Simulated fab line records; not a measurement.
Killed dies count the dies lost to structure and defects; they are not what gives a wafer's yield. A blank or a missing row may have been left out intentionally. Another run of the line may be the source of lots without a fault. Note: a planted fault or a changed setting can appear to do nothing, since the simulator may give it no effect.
Which tool did it?	flow n5_finfet	29 wafers from 10 lots sampled at 5 of the route's 1938 steps

== WHAT THE GAUGES SHOWED, per wafer ==
Not one reading of a measure or inspect step in the record can be checked against a usual standard deviation.

== WHICH TOOL RAN EACH LOT (tool, then ch and the chambers of the sampled wafers, then the start) ==
lot	N5_BEOL_M9_ETCH_65	N5_BEOL_M9_DEGAS_44	N5_BEOL_M9_ALD_74	N5_BEOL_M9_SPUTTER_48	N5_PASSIVATION_PROBE_49
L641	rie_diel-02 ch 0,1,3, day 10 15:58	pvd_sputter-03, day 10 17:02	ald_metal-04 ch 1,2,3, day 10 17:16	pvd_sputter-01, day 10 17:58	-
L642	rie_diel-02 ch 0,2,3, day 10 17:08	pvd_sputter-03, day 10 18:09	ald_metal-02 ch 0,2,3, day 10 18:16	pvd_sputter-03, day 10 18:46	-
L650	rie_diel-02 ch 0,1,2, day 15 19:54	pvd_sputter-01, day 15 20:56	ald_metal-04 ch 1,2,3, day 15 21:02	pvd_sputter-02, day 15 22:31	-
L658	rie_diel-03 ch 0,3, day 16 04:09	pvd_sputter-03, day 16 05:37	ald_metal-01 ch 1,2, day 16 05:44	pvd_sputter-03, day 16 06:16	-
L656	rie_diel-02 ch 0,2,3, day 16 04:19	pvd_sputter-03, day 16 06:07	ald_metal-02 ch 0,1,3, day 16 06:13	pvd_sputter-01, day 16 06:42	-
L653	rie_diel-04 ch 0,1,3, day 16 08:43	pvd_sputter-01, day 16 09:50	ald_metal-02 ch 0,2,3, day 16 10:00	pvd_sputter-02, day 16 10:31	prober-01, day 19 16:56
L652	rie_diel-03 ch 0,3, day 16 12:20	pvd_sputter-03, day 16 14:28	ald_metal-01 ch 0,3, day 16 14:36	pvd_sputter-01, day 16 15:08	prober-01, day 20 03:37
L657	rie_diel-04 ch 1,3, day 16 13:48	pvd_sputter-03, day 16 14:47	ald_metal-04 ch 3, day 16 14:53	pvd_sputter-01, day 16 15:25	-
L659	rie_diel-03 ch 0,2,3, day 16 16:37	pvd_sputter-03, day 16 19:04	ald_metal-01 ch 2,3, day 16 19:22	pvd_sputter-02, day 16 20:17	-
L654	rie_diel-03 ch 0,2,3, day 16 22:12	pvd_sputter-02, day 16 23:22	ald_metal-04 ch 0,1,3, day 16 23:28	pvd_sputter-02, day 17 00:01	-
- N5_BEOL_M9_ETCH_65: etches SiARC in CF4, target depth 15.6 nm, time 26 s.
- N5_BEOL_M9_DEGAS_44: time 60 s.
- N5_BEOL_M9_ALD_74: deposits TaN, target thk 2 nm, pulse time 2 s, purge time 3 s.
- N5_BEOL_M9_SPUTTER_48: material Cu, target thk 12 nm, time 2 s.
- N5_PASSIVATION_PROBE_49

== AS READ BY THE TOOLS THEMSELVES (means over the sampled wafers that have a number; for cases with no such wafer, the mark the record gives instead) ==
N5_BEOL_M9_ETCH_65.
lot	tool	drypump_motor_current_A (A)	etch_rf_on_time_s (s)	oes_product_au (a.u.)	rf_fwd_power_W (W)	rf_vpp_V (V)	showerhead_plenum_p_Torr (Torr)	throttle_valve_pct (%)
L641	rie_diel-02	6.1	25.9	0.64	533.6	184.4	2.17	15.55
L642	rie_diel-02	6.1	25.9	0.68	530.9	184.7	2.18	15.47
L650	rie_diel-02	6.3	25.8	0.62	530.3	184.4	2.12	15.57
L658	rie_diel-03	5.5	26.3	0.63	532.4	182.2	2.09	15.85
L656	rie_diel-02	6.0	26.3	0.65	530.6	184.1	2.17	15.54
L653	rie_diel-04	5.7	26.0	0.65	532.1	183.8	2.08	15.64
L652	rie_diel-03	5.6	26.6	0.67	532.0	184.0	2.13	15.70
L657	rie_diel-04	5.8	25.8	0.69	533.2	183.0	2.06	15.59
L659	rie_diel-03	5.6	26.4	0.68	532.3	184.2	2.11	15.75
L654	rie_diel-03	5.6	26.2	0.68	534.2	183.1	2.11	15.73

N5_BEOL_M9_DEGAS_44.
lot	tool	heater_power_w (W)	susceptor_temp_C (C)
L641	pvd_sputter-03	344	249.22
L642	pvd_sputter-03	351	249.05
L650	pvd_sputter-01	330	249.94
L658	pvd_sputter-03	349	250.03
L656	pvd_sputter-03	327	249.89
L653	pvd_sputter-01	349	250.10
L652	pvd_sputter-03	332	249.99
L657	pvd_sputter-03	336	250.04
L659	pvd_sputter-03	376	250.01
L654	pvd_sputter-02	340	250.07

N5_BEOL_M9_ALD_74.
lot	tool	heater_power_outer_w (W)	heater_power_w (W)	precursor_vessel_temp_c (C)
L641	ald_metal-04	222	406	75.04
L642	ald_metal-02	225	404	75.05
L650	ald_metal-04	224	409	75.03
L658	ald_metal-01	257	450	75.10
L656	ald_metal-02	214	393	74.98
L653	ald_metal-02	221	407	74.92
L652	ald_metal-01	227	383	74.97
L657	ald_metal-04	224	416	74.97
L659	ald_metal-01	254	419	75.12
L654	ald_metal-04	207	377	75.05

N5_BEOL_M9_SPUTTER_48.
lot	tool	chamber_pressure_pa (Pa)	chuck_gas_flow_sccm (sccm)	throttle_valve_pct (%)
L641	pvd_sputter-01	0.13022	1.27	29.9
L642	pvd_sputter-03	0.12995	1.27	29.7
L650	pvd_sputter-02	0.12995	1.28	29.9
L658	pvd_sputter-03	0.13007	1.28	30.4
L656	pvd_sputter-01	0.13010	1.22	31.5
L653	pvd_sputter-02	0.12999	1.22	29.6
L652	pvd_sputter-01	0.12995	1.22	30.0
L657	pvd_sputter-01	0.12989	1.31	31.0
L659	pvd_sputter-02	0.13003	1.27	30.0
L654	pvd_sputter-02	0.13004	1.27	28.9

N5_PASSIVATION_PROBE_49.
lot	tool	defect_limited_yield (%)	killed_at_M0_to_M3	killed_at_M4_up	killed_at_contacts	killed_at_front_end	killed_at_other	killed_dies	killed_open	killed_short	sort_bin_5_function (%)	sort_bin_6_memory (%)	sort_n_pass	sort_yield_pct (%)
L653	prober-01	89.9	48	16	12	42	1.3	119	81	37	5.5	4.1	1061	89.9
L652	prober-01	91.4	47	13	8	31	2.7	101	66	35	5.2	3.0	1079	91.4

== THE ANSWER, worked out from the rows above alone ==
Rule: the lots themselves supply what counts as usual. The widest of any qualifying gaps counts: lots, ordered by their means at a reading, are off when they make up no more than a third of the lots, leave a main group of 4 or more, and stand apart from it by 3 or more times the standard deviation of that group's means. A main group is skipped when, at the precision printed for the reading in the tables above, its means are all equal. Also off: a lot with no number at a reading for which 4 or more lots have one. Where the step has rows for the other lots, those lots are counted as sound. First the gauges in route order, then the tools' own readings, where a lot's mean is used as printed above. The first step at which some lot is off is used, and at that step the reading that is off furthest; a lot without a number counts as furthest.
Off, at N5_BEOL_M9_DEGAS_44 on susceptor_temp_C: L641, L642. Mean 250.01 C and standard deviation 0.064 in the main group.
A tool fits if, at that step or a process step before it, it ran every lot that is off, and no sound lot after the first of them. None of those tried fits.

== WHAT THE SIMULATOR PUT IN ==
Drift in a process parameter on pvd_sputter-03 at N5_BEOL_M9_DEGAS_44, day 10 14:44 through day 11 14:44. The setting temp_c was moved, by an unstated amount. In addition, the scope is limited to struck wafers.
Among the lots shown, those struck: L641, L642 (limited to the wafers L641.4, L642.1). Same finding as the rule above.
